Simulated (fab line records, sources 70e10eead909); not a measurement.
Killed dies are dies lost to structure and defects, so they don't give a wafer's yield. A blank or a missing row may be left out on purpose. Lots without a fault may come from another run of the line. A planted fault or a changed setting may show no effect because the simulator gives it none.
Which tool did it? | flow nand_harc | 13 lots, 39 wafers sampled, at 5 steps of a route of 1159

WHAT THE GAUGES READ, wafer by wafer
NHARC_END_SORT_01. Usual: killed_at_array 29, standard deviation 11; killed_at_other 0.7, standard deviation 1.1; killed_at_periphery 2.9, standard deviation 2.2; killed_dies 33, standard deviation 11; killed_open 3.1, standard deviation 1.8; killed_short 1.9, standard deviation 1.4.
lot  | measured     | on        | killed_at_array | killed_at_other | killed_at_periphery | killed_dies | killed_open | killed_short | flag
L539 | day 20 01:05 | prober-01 | 8 10 8          | 2 0 1           | 0 2 2               | 10 12 11    | 2 2 3       | 2 3 1        |
L541 | day 20 23:05 | prober-01 | 35              | 1               | 2                   | 38          | 4           | 3            |
L556 | day 24 04:02 | prober-02 | 29 22 18        | 0 0 0           | 2 6 1               | 31 28 19    | 4 4 1       | 0 1 0        |
L555 | day 24 11:01 | prober-01 | 40 51 47        | 1 0 0           | 6 3 3               | 47 54 50    | 5 5 2       | 3 4 3        |

WHICH TOOL RAN EACH LOT (tool, then ch and the chambers of the sampled wafers, then the start)
lot  | NHARC_A_CHANNEL_FILL_D1_ALD_14   | NHARC_A_CHANNEL_FILL_D1_ALD_16   | NHARC_A_STAIRCASE_ETCH_170         | NHARC_A_STAIRCASE_STRIP_171
L535 | ald_hk-02 ch 0,1, day 9 08:58    | ald_hk-04 ch 0,2,3, day 9 14:08  | rie_diel-11 ch 0,2,3, day 11 03:21 | plasma_asher-01 ch 0,1, day 11 03:30
L537 | ald_hk-02 ch 0,1, day 9 09:11    | ald_hk-02 ch 0,1,3, day 9 14:07  | rie_diel-10 ch 0,1, day 11 03:31   | plasma_asher-01 ch 0,1, day 11 03:44
L539 | ald_hk-02 ch 0,1,3, day 9 15:56  | ald_hk-02 ch 0,1, day 9 21:01    | rie_diel-10 ch 0,3, day 11 09:47   | plasma_asher-01 ch 1, day 11 09:54
L540 | ald_hk-04 ch 0,2,3, day 9 15:56  | ald_hk-04 ch 0,1, day 9 21:01    | rie_diel-09 ch 0,3, day 11 09:47   | plasma_asher-02 ch 0,1, day 11 10:01
L541 | ald_hk-01 ch 0,1,2, day 10 08:50 | ald_hk-04 ch 2,3, day 10 17:33   | rie_diel-10 ch 0,1, day 12 06:39   | plasma_asher-02 ch 0,1, day 12 06:49
L549 | ald_hk-01 ch 0,1,3, day 12 19:50 | ald_hk-01 ch 0,1,2, day 13 00:56 | rie_diel-09 ch 0,3, day 14 13:44   | plasma_asher-02 ch 0,1, day 14 13:50
L551 | ald_hk-01 ch 0,1,3, day 13 00:37 | ald_hk-02 ch 0,1,3, day 13 05:35 | rie_diel-09 ch 0,1,3, day 14 18:50 | plasma_asher-01 ch 0,1, day 14 19:02
L553 | ald_hk-02 ch 0,2, day 13 09:28   | ald_hk-01 ch 1,2,3, day 13 16:31 | rie_diel-09 ch 2,3, day 15 05:33   | plasma_asher-02 ch 0,1, day 15 05:46
L554 | ald_hk-02 ch 0,2,3, day 13 16:32 | ald_hk-02 ch 1,2,3, day 13 21:39 | rie_diel-10 ch 0,2,3, day 15 10:36 | plasma_asher-02 ch 0,1, day 15 10:43
L556 | ald_hk-01 ch 1,2, day 13 22:35   | ald_hk-02 ch 0,2,3, day 14 03:51 | rie_diel-11 ch 2,3, day 15 17:05   | plasma_asher-01 ch 0,1, day 15 17:21
L555 | ald_hk-04 ch 0,1, day 13 22:35   | ald_hk-04 ch 2,3, day 14 03:55   | rie_diel-09 ch 0,2, day 15 16:55   | plasma_asher-01 ch 0,1, day 15 17:02
L557 | ald_hk-04 ch 2,3, day 14 09:08   | ald_hk-02 ch 1,2,3, day 14 14:24 | rie_diel-10 ch 1,2,3, day 16 10:17 | plasma_asher-01 ch 0,1, day 16 10:29
L558 | ald_hk-01 ch 1,2,3, day 14 17:42 | ald_hk-04 ch 1,2,3, day 15 00:46 | rie_diel-09 ch 0,1, day 16 16:49   | plasma_asher-01 ch 0,1, day 16 16:56
- NHARC_A_CHANNEL_FILL_D1_ALD_14: deposits SiO2, target thk 2.5 nm, pulse time 10 s, ald cycles 25.
- NHARC_A_CHANNEL_FILL_D1_ALD_16: deposits SiO2, target thk 1.5 nm, pulse time 10 s, ald cycles 15.
- NHARC_A_STAIRCASE_ETCH_170: etches the open film in C4F6/O2, target depth 200 nm, time 66.667 s.
- NHARC_A_STAIRCASE_STRIP_171: strips in O2.

WHAT THE TOOLS THEMSELVES READ (means of the sampled wafers that have a number; where no wafer has one, the mark that the record gives instead)
NHARC_A_CHANNEL_FILL_D1_ALD_14. Usual: heater_power_w 485 W, standard deviation 49; precursor_pulse_height_rel 1.002, standard deviation 0.019.
lot  | tool      | heater_power_w (W) | precursor_pulse_height_rel | flag
L535 | ald_hk-02 | 521                | 0.993                      |
L537 | ald_hk-02 | 513                | 1.002                      |
L539 | ald_hk-02 | 488                | 1.011                      |
L540 | ald_hk-04 | 508                | 1.030                      |
L541 | ald_hk-01 | 512                | 0.995                      |
L549 | ald_hk-01 | 508                | 0.998                      |
L551 | ald_hk-01 | 514                | 1.009                      |
L553 | ald_hk-02 | 455                | 0.999                      |
L554 | ald_hk-02 | 457                | 1.002                      |
L556 | ald_hk-01 | 477                | 1.015                      |
L555 | ald_hk-04 | 497                | 1.017                      |
L557 | ald_hk-04 | 502                | 1.004                      |
L558 | ald_hk-01 | 500                | 1.002                      |

NHARC_A_CHANNEL_FILL_D1_ALD_16. Usual: heater_power_w 483 W, standard deviation 50; precursor_pulse_height_rel 1.001, standard deviation 0.018.
lot  | tool      | heater_power_w (W) | precursor_pulse_height_rel | flag
L535 | ald_hk-04 | 512                | 1.004                      |
L537 | ald_hk-02 | 490                | 1.007                      |
L539 | ald_hk-02 | 522                | 0.997                      |
L540 | ald_hk-04 | 491                | 0.997                      |
L541 | ald_hk-04 | 490                | 1.008                      |
L549 | ald_hk-01 | 503                | 0.979                      |
L551 | ald_hk-02 | 477                | 1.007                      |
L553 | ald_hk-01 | 494                | 1.015                      |
L554 | ald_hk-02 | 442                | 1.021                      |
L556 | ald_hk-02 | 458                | 1.001                      |
L555 | ald_hk-04 | 504                | 1.003                      |
L557 | ald_hk-02 | 442                | 0.994                      |
L558 | ald_hk-04 | 473                | 1.005                      |

NHARC_A_STAIRCASE_ETCH_170. Usual: drypump_motor_current_A 5.5 A, standard deviation 0.43; oes_product_au 0.969 a.u., standard deviation 0.017; rf_fwd_power_W 594.9 W, standard deviation 2.5; rf_vpp_V 547 V, standard deviation 3.3; showerhead_plenum_p_Torr 3.92 Torr, standard deviation 0.16; throttle_valve_pct 26.903 %, standard deviation 0.0084.
lot  | tool        | drypump_motor_current_A (A) | oes_product_au (a.u.) | rf_fwd_power_W (W) | rf_vpp_V (V) | showerhead_plenum_p_Torr (Torr) | throttle_valve_pct (%) | flag
L535 | rie_diel-11 | 6.0                         | 0.956                 | 596.0              | 551          | 4.16                            | 26.893                 |
L537 | rie_diel-10 | 5.2                         | 0.978                 | 594.4              | 550          | 4.01                            | 26.907                 |
L539 | rie_diel-10 | 5.6                         | 0.978                 | 596.8              | 545          | 3.86                            | 26.909                 |
L540 | rie_diel-09 | 5.6                         | 0.934                 | 592.8              | 544          | 3.76                            | 26.902                 |
L541 | rie_diel-10 | 5.2                         | 1.029                 | 659.5              | 548          | 4.00                            | 26.899                 | OFF
L549 | rie_diel-09 | 5.6                         | 0.977                 | 591.2              | 544          | 3.75                            | 26.906                 |
L551 | rie_diel-09 | 5.3                         | 0.978                 | 594.4              | 545          | 3.87                            | 26.909                 |
L553 | rie_diel-09 | 5.6                         | 0.995                 | 595.5              | 544          | 3.77                            | 26.908                 |
L554 | rie_diel-10 | 5.6                         | 0.946                 | 596.4              | 545          | 3.81                            | 26.899                 |
L556 | rie_diel-11 | 5.8                         | 0.950                 | 596.4              | 551          | 4.14                            | 26.903                 |
L555 | rie_diel-09 | 5.5                         | 0.982                 | 596.4              | 546          | 3.89                            | 26.894                 |
L557 | rie_diel-10 | 5.5                         | 0.983                 | 595.5              | 549          | 4.03                            | 26.905                 |
L558 | rie_diel-09 | 5.0                         | 0.946                 | 594.5              | 548          | 3.98                            | 26.906                 |

NHARC_A_STAIRCASE_STRIP_171. Usual: drypump_motor_current_A 5.6 A, standard deviation 0.43; heater_power_w 306 W, standard deviation 42.
lot  | tool            | drypump_motor_current_A (A) | heater_power_w (W) | flag
L535 | plasma_asher-01 | 5.8                         | 335                |
L537 | plasma_asher-01 | 5.8                         | 330                |
L539 | plasma_asher-01 | 6.1                         | 375                |
L540 | plasma_asher-02 | 5.5                         | 295                |
L541 | plasma_asher-02 | 5.5                         | 297                |
L549 | plasma_asher-02 | 5.4                         | 298                |
L551 | plasma_asher-01 | 5.4                         | 288                |
L553 | plasma_asher-02 | 5.6                         | 302                |
L554 | plasma_asher-02 | 5.5                         | 296                |
L556 | plasma_asher-01 | 5.5                         | 290                |
L555 | plasma_asher-01 | 5.4                         | 291                |
L557 | plasma_asher-01 | 5.4                         | 293                |
L558 | plasma_asher-01 | 5.8                         | 327                |

THE ANSWER, worked out from the rows above alone
Rule: a lot is off if the mean of its wafers that have a number lies more than 3 standard deviations from the usual mean. A lot without any number at a reading at which 4 lots or more have one is off too. The other lots that the step has rows for count as sound. The gauges are gone through in route order, then the tools' own readings, and for those a lot's mean is taken as printed above. The first step at which some lot is off is used, and at that step the reading that is off furthest; a lot without a number counts as furthest.
Off: L541, at NHARC_A_STAIRCASE_ETCH_170 (rf_fwd_power_W).
A tool fits if, at that step or a process step before it, it ran every lot that is off, and no sound lot after the first of them. None of those tried fits.

WHAT THE SIMULATOR HAD PUT IN
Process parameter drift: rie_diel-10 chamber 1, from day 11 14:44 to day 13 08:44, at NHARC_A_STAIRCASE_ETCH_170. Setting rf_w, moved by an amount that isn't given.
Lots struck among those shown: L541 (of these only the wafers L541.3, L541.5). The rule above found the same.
